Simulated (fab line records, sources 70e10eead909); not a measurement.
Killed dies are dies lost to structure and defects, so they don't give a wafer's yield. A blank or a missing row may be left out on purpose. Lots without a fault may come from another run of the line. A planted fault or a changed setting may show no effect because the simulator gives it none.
Which tool did it? | flow nand_harc | 24 lots, 72 wafers sampled, at 6 steps of a route of 1159

WHAT THE GAUGES READ, wafer by wafer
NHARC_A_WL_FILL_INSPECT_15.
lot  | measured     | on                | raw_defect_count
L074 | day 16 04:55 | defect_inspect-02 | 350 401 340
L076 | day 16 14:34 | defect_inspect-02 | 490 465 465
L075 | day 16 14:39 | defect_inspect-02 | 837 540 522
L079 | day 16 20:13 | defect_inspect-02 | 373 377 307
L077 | day 16 20:13 | defect_inspect-01 | 338 350 414
L078 | day 17 14:25 | defect_inspect-01 | 479 269 385
L081 | day 17 20:31 | defect_inspect-02 | 681 523 262
L082 | day 17 20:47 | defect_inspect-01 | 283 256 220
L080 | day 18 03:25 | defect_inspect-02 | 388 228 456
L083 | day 18 11:47 | defect_inspect-02 | 396 500 495
L084 | day 18 03:22 | defect_inspect-01 | 270 234 259
L085 | day 19 03:02 | defect_inspect-02 | 444 365 637
L087 | day 19 07:20 | defect_inspect-02 | 477 341 550
L088 | day 19 03:23 | defect_inspect-01 | 364 537 396
L086 | day 19 17:46 | defect_inspect-02 | 465 310 470
L089 | day 19 17:50 | defect_inspect-01 | 377 186 425
L092 | day 20 10:24 | defect_inspect-01 | 284 391 344
L093 | day 20 10:29 | defect_inspect-01 | 321 385 311
L091 | day 20 05:25 | defect_inspect-02 | 537 263 354
L090 | day 20 05:32 | defect_inspect-02 | 232 246 269
L095 | day 21 23:20 | defect_inspect-01 | 691 446 351
L094 | day 21 19:01 | defect_inspect-01 | 241 303 286
L097 | day 22 03:36 | defect_inspect-02 | 433 552 482
L096 | day 22 00:20 | defect_inspect-02 | 336 313 389

WHICH TOOL RAN EACH LOT (tool, then ch and the chambers of the sampled wafers, then the start)
lot  | NHARC_A_STAIRCASE_STRIP_254          | NHARC_A_STAIRCASE_DESCUM_443       | NHARC_A_STAIRCASE_ETCH_444         | NHARC_A_SGD_CUT_STRIP_28                      | NHARC_A_SLIT_DEP_00
L074 | plasma_asher-02 ch 0,1, day 11 17:01 | rie_diel-04 ch 0,2, day 13 21:04   | rie_diel-04 ch 1,2,3, day 13 21:37 | rie_diel-06 ch 0,2, day 14 08:59              | acl_dep-02 ch 0, day 14 09:35
L076 | plasma_asher-02 ch 0,1, day 11 19:04 | rie_diel-08 ch 2,3, day 14 05:13   | rie_diel-08 ch 0,1, day 14 05:50   | rie_diel-01 ch 0,1, day 14 19:19 or earlier   | acl_dep-02 ch 0, day 14 19:19
L075 | plasma_asher-02 ch 0,1, day 12 03:26 | rie_diel-12 ch 0,2,3, day 14 04:59 | rie_diel-12 ch 1,2,3, day 14 05:05 | rie_diel-06 ch 1,3, day 14 18:24              | acl_dep-03 ch 0, day 14 19:36
L079 | plasma_asher-01 ch 0, day 12 07:18   | rie_diel-12 ch 0,2,3, day 14 12:39 | rie_diel-12 ch 0,3, day 14 12:43   | rie_diel-06 ch 0,1, day 15 02:33 or earlier   | acl_dep-03 ch 0, day 15 02:33
L077 | plasma_asher-02 ch 0, day 12 07:19   | rie_diel-04 ch 0,1, day 14 12:36   | rie_diel-04 ch 0,2,3, day 14 12:41 | rie_diel-01 ch 0,1,3, day 15 02:26 or earlier | acl_dep-02 ch 0, day 15 02:26
L078 | plasma_asher-02 ch 0,1, day 12 13:03 | rie_diel-08 ch 0,3, day 14 12:53   | rie_diel-08 ch 0,1,3, day 14 13:03 | rie_diel-06 ch 1,3, day 15 05:06 or earlier   | acl_dep-02 ch 0, day 15 05:06
L081 | plasma_asher-01 ch 0,1, day 13 00:44 | rie_diel-08 ch 2,3, day 15 08:39   | rie_diel-08 ch 2,3, day 15 09:08   | rie_diel-11 ch 0,1,2, day 16 00:28 or earlier | acl_dep-03 ch 0, day 16 00:28
L082 | plasma_asher-01 ch 0, day 13 03:31   | rie_diel-12 ch 0,1,2, day 15 08:30 | rie_diel-12 ch 0,2, day 15 08:52   | rie_diel-06 ch 0,1,3, day 15 23:13 or earlier | acl_dep-01 ch 0, day 15 23:13
L080 | plasma_asher-02 ch 0,1, day 13 07:10 | rie_diel-04 ch 0,2,3, day 15 15:40 | rie_diel-04 ch 0,1, day 15 15:44   | rie_diel-11 ch 0,1,3, day 16 06:10 or earlier | acl_dep-03 ch 0, day 16 06:10
L083 | plasma_asher-02 ch 0,1, day 13 13:26 | rie_diel-12 ch 0,2,3, day 15 20:32 | rie_diel-12 ch 1,2,3, day 15 21:06 | rie_diel-06 ch 2,3, day 16 09:15 or earlier   | acl_dep-03 ch 0, day 16 09:15
L084 | plasma_asher-02 ch 0,1, day 13 15:14 | rie_diel-08 ch 0,2,3, day 15 20:44 | rie_diel-08 ch 0,2,3, day 15 21:19 | rie_diel-01 ch 0,3, day 16 08:55 or earlier   | acl_dep-01 ch 0, day 16 08:55
L085 | plasma_asher-02 ch 0,1, day 14 17:52 | rie_diel-08 ch 0,2,3, day 16 18:01 | rie_diel-08 ch 0,2,3, day 16 18:06 | rie_diel-11 ch 0,3, day 17 08:34 or earlier   | acl_dep-03 ch 0, day 17 08:34
L087 | plasma_asher-02 ch 0,1, day 14 18:43 | rie_diel-08 ch 0,1,2, day 16 22:27 | rie_diel-08 ch 1,2,3, day 16 23:01 | rie_diel-06 ch 2,3, day 17 11:41 or earlier   | acl_dep-01 ch 0, day 17 11:41
L088 | plasma_asher-01 ch 0,1, day 14 19:11 | rie_diel-04 ch 1,2, day 16 22:17   | rie_diel-04 ch 0,1, day 16 22:22   | rie_diel-11 ch 0,1,3, day 17 12:18 or earlier | acl_dep-02 ch 0, day 17 12:18
L086 | plasma_asher-02 ch 0,1, day 14 21:14 | rie_diel-04 ch 0,2,3, day 17 04:13 | rie_diel-04 ch 2,3, day 17 04:29   | rie_diel-01 ch 0,3, day 17 21:16 or earlier   | acl_dep-01 ch 0, day 17 21:16
L089 | plasma_asher-02 ch 0, day 15 05:10   | rie_diel-08 ch 1,2,3, day 17 04:04 | rie_diel-08 ch 0,1,3, day 17 04:14 | rie_diel-06 ch 0,1,2, day 17 19:53 or earlier | acl_dep-02 ch 0, day 17 19:53
L092 | plasma_asher-02 ch 0,1, day 15 13:39 | rie_diel-08 ch 0,1,3, day 17 21:47 | rie_diel-08 ch 0,1, day 17 21:52   | rie_diel-06 ch 0,3, day 18 14:11 or earlier   | acl_dep-03 ch 0, day 18 14:11
L093 | plasma_asher-01 ch 0,1, day 15 15:37 | rie_diel-04 ch 1,2,3, day 17 21:22 | rie_diel-04 ch 0,2,3, day 17 22:08 | rie_diel-01 ch 1,2,3, day 18 13:01 or earlier | acl_dep-02 ch 0, day 18 13:01
L091 | plasma_asher-01 ch 0,1, day 15 19:59 | rie_diel-12 ch 0,2,3, day 17 21:18 | rie_diel-12 ch 0,2,3, day 17 21:26 | rie_diel-06 ch 0,2,3, day 18 12:36 or earlier | acl_dep-01 ch 0, day 18 12:36
L090 | plasma_asher-01 ch 0,1, day 15 20:26 | rie_diel-12 ch 0,2, day 17 21:23   | rie_diel-12 ch 2,3, day 17 22:51   | rie_diel-11 ch 0,1,2, day 18 11:55 or earlier | acl_dep-03 ch 0, day 18 11:55
L095 | plasma_asher-02 ch 0,1, day 16 11:45 | rie_diel-12 ch 0,2,3, day 19 09:51 | rie_diel-12 ch 0,1,2, day 19 10:11 | rie_diel-11 ch 0,1,3, day 20 01:39 or earlier | acl_dep-01 ch 0, day 20 01:39
L094 | plasma_asher-02 ch 0,1, day 16 14:26 | rie_diel-04 ch 0,1, day 19 09:53   | rie_diel-04 ch 1,2, day 19 10:04   | rie_diel-06 ch 2,3, day 20 01:57 or earlier   | acl_dep-03 ch 0, day 20 01:57
L097 | plasma_asher-01 ch 0,1, day 17 05:16 | rie_diel-04 ch 0,1,2, day 19 09:57 | rie_diel-04 ch 0,1, day 19 11:44   | rie_diel-11 ch 2,3, day 20 01:36 or earlier   | acl_dep-02 ch 0, day 20 01:36
L096 | plasma_asher-01 ch 0,1, day 17 06:02 | rie_diel-08 ch 0,1,2, day 19 09:59 | rie_diel-08 ch 1,2,3, day 19 10:34 | rie_diel-01 ch 1,2,3, day 20 03:54 or earlier | acl_dep-03 ch 0, day 20 03:54
- NHARC_A_STAIRCASE_STRIP_254: strips in O2.
- NHARC_A_STAIRCASE_DESCUM_443: chemistry O2, time 3 s.
- NHARC_A_STAIRCASE_ETCH_444: etches the open film in C4F8/O2, target depth 10200 nm, time 3400 s.
- NHARC_A_SGD_CUT_STRIP_28: strips in O2, time 20 s.
- NHARC_A_SLIT_DEP_00: deposits aC, target thk 3200 nm.

WHAT THE TOOLS THEMSELVES READ (means of the sampled wafers that have a number; where no wafer has one, the mark that the record gives instead)
NHARC_A_STAIRCASE_STRIP_254.
lot  | tool            | drypump_motor_current_A (A) | heater_power_w (W)
L074 | plasma_asher-02 | 5.92                        | 277
L076 | plasma_asher-02 | 5.90                        | 304
L075 | plasma_asher-02 | 5.92                        | 282
L079 | plasma_asher-01 | 5.71                        | 368
L077 | plasma_asher-02 | 5.91                        | 257
L078 | plasma_asher-02 | 5.90                        | 308
L081 | plasma_asher-01 | 5.60                        | 366
L082 | plasma_asher-01 | 5.69                        | 378
L080 | plasma_asher-02 | 5.90                        | 280
L083 | plasma_asher-02 | 5.91                        | 282
L084 | plasma_asher-02 | 5.91                        | 301
L085 | plasma_asher-02 | 5.91                        | 283
L087 | plasma_asher-02 | 5.89                        | 307
L088 | plasma_asher-01 | 5.62                        | 356
L086 | plasma_asher-02 | 5.93                        | 284
L089 | plasma_asher-02 | 5.92                        | 255
L092 | plasma_asher-02 | 5.91                        | 282
L093 | plasma_asher-01 | 5.60                        | 358
L091 | plasma_asher-01 | 5.46                        | 339
L090 | plasma_asher-01 | 5.56                        | 354
L095 | plasma_asher-02 | 5.91                        | 265
L094 | plasma_asher-02 | 5.91                        | 268
L097 | plasma_asher-01 | 5.50                        | 342
L096 | plasma_asher-01 | 5.58                        | 361

NHARC_A_STAIRCASE_DESCUM_443.
lot  | tool        | drypump_motor_current_A (A) | oes_product_au (a.u.) | rf_vpp_V (V) | showerhead_plenum_p_Torr (Torr) | throttle_valve_pct (%)
L074 | rie_diel-04 | 5.8                         | 0.990                 | 57.5         | 1.93                            | 11.305
L076 | rie_diel-08 | 5.7                         | 0.997                 | 58.4         | 2.00                            | 11.308
L075 | rie_diel-12 | 5.4                         | 0.991                 | 58.9         | 1.97                            | 11.304
L079 | rie_diel-12 | 5.5                         | 0.992                 | 57.7         | 1.97                            | 11.312
L077 | rie_diel-04 | 5.6                         | 1.001                 | 58.3         | 1.96                            | 11.306
L078 | rie_diel-08 | 5.5                         | 1.010                 | 58.4         | 1.91                            | 11.304
L081 | rie_diel-08 | 6.0                         | 1.002                 | 57.3         | 1.99                            | 11.319
L082 | rie_diel-12 | 5.7                         | 0.987                 | 58.1         | 1.92                            | 11.315
L080 | rie_diel-04 | 5.8                         | 0.995                 | 57.2         | 1.91                            | 11.307
L083 | rie_diel-12 | 5.5                         | 0.995                 | 58.4         | 1.97                            | 11.308
L084 | rie_diel-08 | 5.6                         | 1.004                 | 57.2         | 1.95                            | 11.311
L085 | rie_diel-08 | 5.6                         | 1.014                 | 59.0         | 1.95                            | 11.309
L087 | rie_diel-08 | 5.5                         | 1.003                 | 58.2         | 1.97                            | 11.312
L088 | rie_diel-04 | 5.8                         | 1.000                 | 57.8         | 1.95                            | 11.317
L086 | rie_diel-04 | 5.8                         | 0.997                 | 57.9         | 1.91                            | 11.308
L089 | rie_diel-08 | 5.8                         | 1.005                 | 58.6         | 1.99                            | 11.306
L092 | rie_diel-08 | 5.7                         | 1.007                 | 57.9         | 1.95                            | 11.315
L093 | rie_diel-04 | 5.8                         | 1.000                 | 57.9         | 1.92                            | 11.310
L091 | rie_diel-12 | 5.4                         | 1.008                 | 58.1         | 1.96                            | 11.309
L090 | rie_diel-12 | 5.6                         | 1.012                 | 57.4         | 1.91                            | 11.315
L095 | rie_diel-12 | 5.5                         | 1.004                 | 58.4         | 1.96                            | 11.309
L094 | rie_diel-04 | 5.6                         | 0.992                 | 58.1         | 1.94                            | 11.310
L097 | rie_diel-04 | 5.8                         | 1.001                 | 58.1         | 1.93                            | 11.322
L096 | rie_diel-08 | 5.5                         | 1.005                 | 58.2         | 1.96                            | 11.308

NHARC_A_STAIRCASE_ETCH_444.
lot  | tool        | oes_product_au (a.u.) | rf_vpp_V (V)
L074 | rie_diel-04 | 0.974                 | 808
L076 | rie_diel-08 | 0.938                 | 810
L075 | rie_diel-12 | 0.917                 | 810
L079 | rie_diel-12 | 0.918                 | 807
L077 | rie_diel-04 | 0.971                 | 808
L078 | rie_diel-08 | 0.942                 | 810
L081 | rie_diel-08 | 0.936                 | 811
L082 | rie_diel-12 | 0.915                 | 807
L080 | rie_diel-04 | 0.919                 | 808
L083 | rie_diel-12 | 0.919                 | 810
L084 | rie_diel-08 | 0.943                 | 808
L085 | rie_diel-08 | 0.926                 | 809
L087 | rie_diel-08 | 0.930                 | 812
L088 | rie_diel-04 | 0.916                 | 809
L086 | rie_diel-04 | 0.939                 | 806
L089 | rie_diel-08 | 0.936                 | 810
L092 | rie_diel-08 | 0.927                 | 811
L093 | rie_diel-04 | 0.923                 | 807
L091 | rie_diel-12 | 0.942                 | 810
L090 | rie_diel-12 | 0.959                 | 812
L095 | rie_diel-12 | 0.955                 | 806
L094 | rie_diel-04 | 0.928                 | 808
L097 | rie_diel-04 | 0.925                 | 809
L096 | rie_diel-08 | 0.934                 | 811

NHARC_A_SGD_CUT_STRIP_28.
lot  | tool        | drypump_motor_current_A (A) | oes_product_au (a.u.) | rf_vpp_V (V) | showerhead_plenum_p_Torr (Torr) | throttle_valve_pct (%)
L074 | rie_diel-06 | 5.2                         | 0.996                 | 57.4         | 3.51                            | 17.034
L076 | rie_diel-01 | 5.4                         | 0.990                 | 58.2         | 3.49                            | 17.035
L075 | rie_diel-06 | 6.0                         | 0.995                 | 57.3         | 3.45                            | 17.050
L079 | rie_diel-06 | 5.7                         | 1.005                 | 58.4         | 3.61                            | 17.037
L077 | rie_diel-01 | 5.3                         | 0.985                 | 57.6         | 3.51                            | 17.039
L078 | rie_diel-06 | 6.2                         | 0.986                 | 57.5         | 3.54                            | 17.028
L081 | rie_diel-11 | 5.8                         | 1.005                 | 58.1         | 3.51                            | 17.043
L082 | rie_diel-06 | 5.9                         | 0.999                 | 57.4         | 3.53                            | 17.036
L080 | rie_diel-11 | 5.9                         | 0.994                 | 58.3         | 3.47                            | 17.035
L083 | rie_diel-06 | 5.3                         | 1.000                 | 57.6         | 3.35                            | 17.037
L084 | rie_diel-01 | 5.3                         | 0.994                 | 57.4         | 3.58                            | 17.037
L085 | rie_diel-11 | 6.3                         | 0.993                 | 57.3         | 3.35                            | 17.041
L087 | rie_diel-06 | 5.3                         | 0.993                 | 57.6         | 3.35                            | 17.031
L088 | rie_diel-11 | 5.9                         | 1.003                 | 57.6         | 3.47                            | 17.028
L086 | rie_diel-01 | 5.4                         | 0.988                 | 57.6         | 3.55                            | 17.034
L089 | rie_diel-06 | 5.6                         | 1.005                 | 58.5         | 3.52                            | 17.037
L092 | rie_diel-06 | 5.6                         | 0.993                 | 58.1         | 3.45                            | 17.035
L093 | rie_diel-01 | 5.3                         | 0.995                 | 58.2         | 3.53                            | 17.037
L091 | rie_diel-06 | 5.4                         | 0.995                 | 57.1         | 3.44                            | 17.030
L090 | rie_diel-11 | 5.8                         | 1.000                 | 57.6         | 3.51                            | 17.047
L095 | rie_diel-11 | 5.9                         | 0.998                 | 58.3         | 3.46                            | 17.032
L094 | rie_diel-06 | 5.3                         | 1.000                 | 57.3         | 3.35                            | 17.042
L097 | rie_diel-11 | 6.1                         | 0.979                 | 57.5         | 3.39                            | 17.039
L096 | rie_diel-01 | 5.3                         | 0.999                 | 58.2         | 3.53                            | 17.034

NHARC_A_SLIT_DEP_00.
lot  | tool       | throttle_valve_pct (%)
L074 | acl_dep-02 | 34.999
L076 | acl_dep-02 | 35.006
L075 | acl_dep-03 | 34.996
L079 | acl_dep-03 | 34.997
L077 | acl_dep-02 | 34.995
L078 | acl_dep-02 | 35.005
L081 | acl_dep-03 | 35.010
L082 | acl_dep-01 | 35.007
L080 | acl_dep-03 | 35.002
L083 | acl_dep-03 | 35.004
L084 | acl_dep-01 | 35.000
L085 | acl_dep-03 | 34.993
L087 | acl_dep-01 | 35.008
L088 | acl_dep-02 | 35.004
L086 | acl_dep-01 | 34.998
L089 | acl_dep-02 | 34.997
L092 | acl_dep-03 | 35.003
L093 | acl_dep-02 | 35.006
L091 | acl_dep-01 | 35.014
L090 | acl_dep-03 | 34.991
L095 | acl_dep-01 | 35.004
L094 | acl_dep-03 | 34.990
L097 | acl_dep-02 | 34.995
L096 | acl_dep-03 | 35.001

THE ANSWER, worked out from the rows above alone
Rule: what is usual is taken from the lots themselves. Put in order of their means at a reading, lots are off if they are a third of the lots or fewer, leave a main group of 4 or more, and stand apart from it by a gap of 3 or more times the standard deviation of the main group's means; of several such gaps the widest counts. A main group whose means are all the same, to the digits that the tables above print for the reading, isn't used. A lot without any number at a reading at which 4 lots or more have one is off too. The other lots that the step has rows for count as sound. The gauges are gone through in route order, then the tools' own readings, and for those a lot's mean is taken as printed above. The first step at which some lot is off is used, and at that step the reading that is off furthest; a lot without a number counts as furthest.
No lot is off at any reading shown: from this, nothing can be told.

WHAT THE SIMULATOR HAD PUT IN
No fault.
